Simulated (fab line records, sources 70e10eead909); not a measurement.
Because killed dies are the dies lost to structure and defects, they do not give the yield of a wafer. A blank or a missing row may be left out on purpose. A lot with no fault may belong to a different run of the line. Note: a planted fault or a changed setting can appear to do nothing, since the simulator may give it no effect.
Chamber matching ; flow nand harc ; 4 sister chambers for NHARC_A_CHANNEL_FILL_D1_STRIP_28 on rie diel-11
The step strips in O2, time 20 s. 8 wafers are shown with their chamber, then 9 later ones without.

## WAFERS WITH THEIR CHAMBER
wafer;chamber;oes product au (a.u.);rf vpp V (V)
L080.1;1;1.006;58.1
L084.1;1;1.001;58.2
L084.2;3;0.988;58.5
L088.3;2;0.991;57.2
L088.6;0;0.998;56.7
L085.1;0;0.991;58.7
L085.4;2;0.989;57.3
L085.6;3;0.991;58.2

## WAFERS WHOSE CHAMBER IS MISSING
wafer;oes product au (a.u.);rf vpp V (V)
L090.4;0.997;58.1
L090.5;1.014;58.0
L090.6;1.009;56.5
L091.1;0.995;57.1
L091.3;1.011;57.8
L091.4;1.008;57.2
L097.1;0.997;57.4
L097.2;1.015;57.2
L097.4;1.001;58.3

## WHICH CHAMBER EACH ONE RAN IN
wafer;from the rows above;in truth
L090.4;can't be placed: 0 or 1 or 3 or 2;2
L090.5;1;1
L090.6;can't be placed: 1 or 0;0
L091.1;can't be placed: 0 or 2 or 3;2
L091.3;1;1
L091.4;1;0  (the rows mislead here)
L097.1;can't be placed: 0 or 2 or 1 or 3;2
L097.2;1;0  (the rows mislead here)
L097.4;can't be placed: 1 or 0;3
Correct placement for 2 of the 9. From these rows, 5 cannot be placed; in 4 the true chamber is one of the candidates. 2 placed wrongly.
How it was worked out, from the rows above alone: a wafer's distance from a chamber is the root of the sum, over the readings, of the square of ((its reading less the chamber's mean) divided by the reading's scatter). The wafer belongs to the nearest chamber; if the next one is less than 2 further off, it can't be placed. A chamber's mean is the mean of its shown wafers. The scatter is the square root of a quotient: the sum, over the shown wafers, of each reading's squared deviation from its chamber's mean, divided by wafers minus chambers.
